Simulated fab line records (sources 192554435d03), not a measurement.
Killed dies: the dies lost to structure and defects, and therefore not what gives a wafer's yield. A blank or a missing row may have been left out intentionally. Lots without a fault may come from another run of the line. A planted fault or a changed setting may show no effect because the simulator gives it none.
fab line records ; flow n5Finfet
record lots=12; wafers=36; lastDay=17
route steps=1938 shown BEOL_M7@1267
lots that met no fault: taken from a fault-free run of the same line
startH: hours from the record's first day to the start of the lot's first wafer shown ; waitH: time in hours since the lot's previous step ; " the same as in the row above ; L1.1+2: a single row standing in for several wafers ; - no value present, or no start provided ; * or withheld: withheld ; < > ~ a bound
route shown NAME@n: NAME is a module with steps in the file, n the number in the route of the first one ; usual: mean and standard deviation over wafers with no fault ; same: alike in all rows ; chamber/n: place in a boat ; sites: each site's reading ; _std_site: the standard deviation of these ; _edge_site: the outer-site mean with the inner-site mean subtracted ; radiusMm: how far each site lies from the wafer's centre ; mask NAME#n: copy n ; behind: the last tool/chamber to shape the wafer ; hold: what put the lot on hold/how long, in hours/how the hold closed ; device: names the non-switching transistor (n, p or np) ; end of line: the tests these same wafers got at the end of their route ; where a step has no rows: the recipe by itself ; killed: dies that structure and defects cost at the first sort, which is not the same as the wafer's yield ; map: shows each die of a wafer: x if killed, . if not, _ if none is there
set.NAME: setting as actually run; set.NAME@STEP: the setting as run at that earlier step ; model.NAME: the simulator's own value behind a step, which no gauge read
steps of the route over a sample of lots; a table a step, a row a wafer
services: a tool's chamber out of use, with start hour (startH, from the record's first day; less than 0 if before it), hours out, and reason
## steps
# step N5_BEOL_M7_HM_DEP_02
# recipe material=TiN; targetThkA=200; tempC=25; chamberPressurePa=0.49996
# usual throttleValvePct=29.9/1.1
lot.wafer;tool;chamber;startH;waitH;throttleValvePct
L510.2;pvdSputter-03;-;200.67;0.0;31.1
L510.5;pvdSputter-03;-;200.67;0.0;30.7
L510.6;pvdSputter-03;-;200.67;0.0;31.1
L512.1;pvdSputter-03;-;202.93;0.4;28.2
L512.3;pvdSputter-03;-;202.93;0.4;30.9
L512.5;pvdSputter-03;-;202.93;0.4;30.8
L513.1;pvdSputter-03;-;203.21;0.5;30.9
L513.2;pvdSputter-03;-;203.21;0.5;29.9
L513.3;pvdSputter-03;-;203.21;0.5;30.9
L514.1;pvdSputter-01;-;214.71;0.4;30.7
L514.5;pvdSputter-01;-;214.71;0.4;30.9
L514.6;pvdSputter-01;-;214.71;0.4;32.2
L517.3;pvdSputter-02;-;229.36;0.4;30.8
L517.4;pvdSputter-02;-;229.36;0.4;28.0
L517.5;pvdSputter-02;-;229.36;0.4;29.3
L518.2;pvdSputter-01;-;229.78;0.0;32.8
L518.3;pvdSputter-01;-;229.78;0.0;29.5
L518.6;pvdSputter-01;-;229.78;0.0;29.8
L524.2;pvdSputter-02;-;289.11;0.3;29.8
L524.5;pvdSputter-02;-;289.11;0.3;29.5
L524.6;pvdSputter-02;-;289.11;0.3;30.1
L526.2;pvdSputter-02;-;294.58;1.5;28.1
L526.4;pvdSputter-02;-;294.58;1.5;29.4
L526.5;pvdSputter-02;-;294.58;1.5;29.2
L529.1;pvdSputter-02;-;307.53;2.2;30.5
L529.2;pvdSputter-02;-;307.53;2.2;29.4
L529.6;pvdSputter-02;-;307.53;2.2;29.4
L530.1;pvdSputter-03;-;311.74;0.1;30.6
L530.4;pvdSputter-03;-;311.74;0.1;31.0
L530.5;pvdSputter-03;-;311.74;0.1;31.0
L531.1;pvdSputter-02;-;319.66;1.5;30.4
L531.3;pvdSputter-02;-;319.66;1.5;29.6
L531.4;pvdSputter-02;-;319.66;1.5;27.9
L532.3;pvdSputter-01;-;328.64;1.7;29.1
L532.4;pvdSputter-01;-;328.64;1.7;29.4
L532.6;pvdSputter-01;-;328.64;1.7;29.7
# step N5_BEOL_M7_CD_MEAS_11
# recipe targetCdNm=38.5; landingEnergyEv=500; detector=seInlens; polarity=opening
# usual cdNm=38.5/0.53
# same landingEnergyEv=500
lot.wafer;tool;chamber;startH;waitH;cdNm
L510.2;cdSem-03;0;201.17;-;38.5
L510.5;cdSem-03;0;201.17;-;37.9
L510.6;cdSem-03;0;201.17;-;37.5
L512.1;cdSem-02;0;203.42;-;38.9
L512.3;cdSem-02;0;203.42;-;38.3
L512.5;cdSem-02;0;203.42;-;38.3
L513.1;cdSem-01;0;203.70;-;38.6
L513.2;cdSem-01;0;203.70;-;38.2
L513.3;cdSem-01;0;203.70;-;38.3
L514.1;cdSem-03;0;215.21;-;38.5
L514.5;cdSem-03;0;215.21;-;39.1
L514.6;cdSem-03;0;215.21;-;39.0
L517.3;cdSem-01;0;229.86;-;39.1
L517.4;cdSem-01;0;229.86;-;38.9
L517.5;cdSem-01;0;229.86;-;39.4
L518.2;cdSem-01;0;230.28;-;38.2
L518.3;cdSem-01;0;230.28;-;38.5
L518.6;cdSem-01;0;230.28;-;38.4
L524.2;cdSem-02;0;289.61;-;38.6
L524.5;cdSem-02;0;289.61;-;39.2
L524.6;cdSem-02;0;289.61;-;38.8
L526.2;cdSem-03;0;295.08;-;39.3
L526.4;cdSem-03;0;295.08;-;38.7
L526.5;cdSem-03;0;295.08;-;38.1
L529.1;cdSem-03;0;308.03;-;39.3
L529.2;cdSem-03;0;308.03;-;38.1
L529.6;cdSem-03;0;308.03;-;38.0
L530.1;cdSem-03;0;312.25;-;39.1
L530.4;cdSem-03;0;312.25;-;39.1
L530.5;cdSem-03;0;312.25;-;38.7
L531.1;cdSem-01;0;320.16;-;39.1
L531.3;cdSem-01;0;320.16;-;38.1
L531.4;cdSem-01;0;320.16;-;38.6
L532.3;cdSem-02;0;329.14;-;38.3
L532.4;cdSem-02;0;329.14;-;37.9
L532.6;cdSem-02;0;329.14;-;37.8
# step N5_BEOL_M7_INSPECT_13
# recipe mode=adi; inspectInstrument=brightfield
# usual rawDefectCount=407/91
lot.wafer;tool;chamber;startH;waitH;rawDefectCount
L510.2;defectInspect-02;-;201.22;0.0;326
L510.5;defectInspect-02;-;201.22;0.0;345
L510.6;defectInspect-02;-;201.22;0.0;332
L512.1;defectInspect-01;-;203.48;0.0;365
L512.3;defectInspect-01;-;203.48;0.0;325
L512.5;defectInspect-01;-;203.48;0.0;387
L513.1;defectInspect-02;-;203.76;0.0;359
L513.2;defectInspect-02;-;203.76;0.0;295
L513.3;defectInspect-02;-;203.76;0.0;441
L514.1;defectInspect-01;-;215.26;0.0;271
L514.5;defectInspect-01;-;215.26;0.0;276
L514.6;defectInspect-01;-;215.26;0.0;328
L517.3;defectInspect-01;-;229.91;0.0;429
L517.4;defectInspect-01;-;229.91;0.0;401
L517.5;defectInspect-01;-;229.91;0.0;305
L518.2;defectInspect-02;-;230.33;0.0;402
L518.3;defectInspect-02;-;230.33;0.0;478
L518.6;defectInspect-02;-;230.33;0.0;333
L524.2;defectInspect-01;-;289.66;0.0;341
L524.5;defectInspect-01;-;289.66;0.0;270
L524.6;defectInspect-01;-;289.66;0.0;224
L526.2;defectInspect-02;-;295.13;0.0;375
L526.4;defectInspect-02;-;295.13;0.0;289
L526.5;defectInspect-02;-;295.13;0.0;373
L529.1;defectInspect-02;-;308.08;0.0;529
L529.2;defectInspect-02;-;308.08;0.0;434
L529.6;defectInspect-02;-;308.08;0.0;427
L530.1;defectInspect-01;-;312.31;0.0;311
L530.4;defectInspect-01;-;312.31;0.0;510
L530.5;defectInspect-01;-;312.31;0.0;503
L531.1;defectInspect-02;-;320.21;0.0;539
L531.3;defectInspect-02;-;320.21;0.0;487
L531.4;defectInspect-02;-;320.21;0.0;392
L532.3;defectInspect-02;-;329.19;0.0;358
L532.4;defectInspect-02;-;329.19;0.0;491
L532.6;defectInspect-02;-;329.19;0.0;498
# step N5_BEOL_M7_COAT_71
# recipe resist=underlayer; tempC=205; timeS=60; spinRpm=1500; resistThkNm=5
# usual heaterPowerTotalW=391.7/1.3; plateTempC=205.00/0.16; resistLineTempC=22.97/0.096; spinSpeedRpm=1500.2/0.88
lot.wafer;tool;chamber;startH;waitH;heaterPowerTotalW;plateTempC;resistLineTempC;spinSpeedRpm
L510.2;lithoTrack-04;0;202.03;-;392.9;204.93;23.07;1500.7
L510.5;lithoTrack-04;0;202.03;-;393.5;205.07;23.03;1500.3
L510.6;lithoTrack-04;0;202.03;-;391.7;204.82;22.96;1499.6
L512.1;lithoTrack-02;0;204.67;-;392.1;205.29;22.84;1500.4
L512.3;lithoTrack-02;0;204.67;-;390.7;204.94;22.93;1500.2
L512.5;lithoTrack-02;0;204.67;-;391.7;205.22;22.83;1500.4
L513.1;lithoTrack-02;0;204.77;-;392.7;205.10;22.99;1500.4
L513.2;lithoTrack-02;0;204.77;-;389.5;205.25;22.80;1499.4
L513.3;lithoTrack-02;0;204.77;-;391.2;205.01;22.98;1499.6
L514.1;lithoTrack-01;0;219.16;-;393.4;204.83;22.72;1498.9
L514.5;lithoTrack-01;0;219.16;-;390.2;205.22;22.62;1499.4
L514.6;lithoTrack-01;0;219.16;-;391.9;204.91;22.74;1499.4
L517.3;lithoTrack-02;0;230.73;-;389.6;205.19;22.99;1500.5
L517.4;lithoTrack-02;0;230.73;-;391.1;205.04;22.89;1499.4
L517.5;lithoTrack-02;0;230.73;-;391.1;204.93;22.99;1498.1
L518.2;lithoTrack-02;0;231.21;-;393.6;205.14;23.10;1499.9
L518.3;lithoTrack-02;0;231.21;-;393.3;205.01;23.09;1499.6
L518.6;lithoTrack-02;0;231.21;-;393.7;204.71;22.99;1501.7
L524.2;lithoTrack-04;0;290.25;-;389.9;205.03;23.05;1444.2
L524.5;lithoTrack-04;0;290.25;-;393.8;204.88;23.02;1442.8
L524.6;lithoTrack-04;0;290.25;-;393.6;204.88;22.95;1443.6
L526.2;lithoTrack-04;0;296.97;-;392.9;204.87;23.13;1445.7
L526.4;lithoTrack-04;0;296.97;-;391.4;205.08;23.03;1445.2
L526.5;lithoTrack-04;0;296.97;-;391.9;204.98;23.09;1444.9
L529.1;lithoTrack-01;0;308.61;-;392.4;204.96;22.82;1500.0
L529.2;lithoTrack-01;0;308.61;-;391.0;205.02;22.94;1500.3
L529.6;lithoTrack-01;0;308.61;-;392.7;205.07;22.88;1501.4
L530.1;lithoTrack-01;0;314.06;-;393.1;205.18;22.87;1499.4
L530.4;lithoTrack-01;0;314.06;-;393.5;204.96;23.07;1500.3
L530.5;lithoTrack-01;0;314.06;-;392.9;205.03;22.85;1501.3
L531.1;lithoTrack-02;0;322.38;-;392.6;204.99;23.02;1500.2
L531.3;lithoTrack-02;0;322.38;-;392.5;204.70;22.90;1500.0
L531.4;lithoTrack-02;0;322.38;-;391.1;204.65;22.85;1500.5
L532.3;lithoTrack-02;0;330.14;-;392.4;205.09;22.97;1500.7
L532.4;lithoTrack-02;0;330.14;-;392.0;205.05;22.94;1498.7
L532.6;lithoTrack-02;0;330.14;-;391.8;205.10;22.85;1499.7
## services
tool;chamber;startH;hours;kind
lithoTrack-01;-;218.22;-;consumableReplace:filter
pvdSputter-03;-;309.90;0.8;repair
lithoTrack-02;-;322.01;-;consumableReplace:filter
## key
firstSign step=N5_BEOL_M7_COAT_71; reading=spinSpeedRpm; direction=down; sigmas=63; usual=*; struck=*
effect none on later readings
metAt N5_BEOL_M7_COAT_71
struckLots L524,L526
notActingAt N5_BEOL_M7_HM_DEP_02,N5_BEOL_M7_CD_MEAS_11,N5_BEOL_M7_INSPECT_13
onsetBetween 202.03 290.25
fault kind=processParameterDrift; tool=lithoTrack-04; chamber=-; onsetH=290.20; steps=N5_BEOL_M7_COAT_71; channel=spinRpm; offset=*; shape=step; endH=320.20; actsIn=*; stated=*
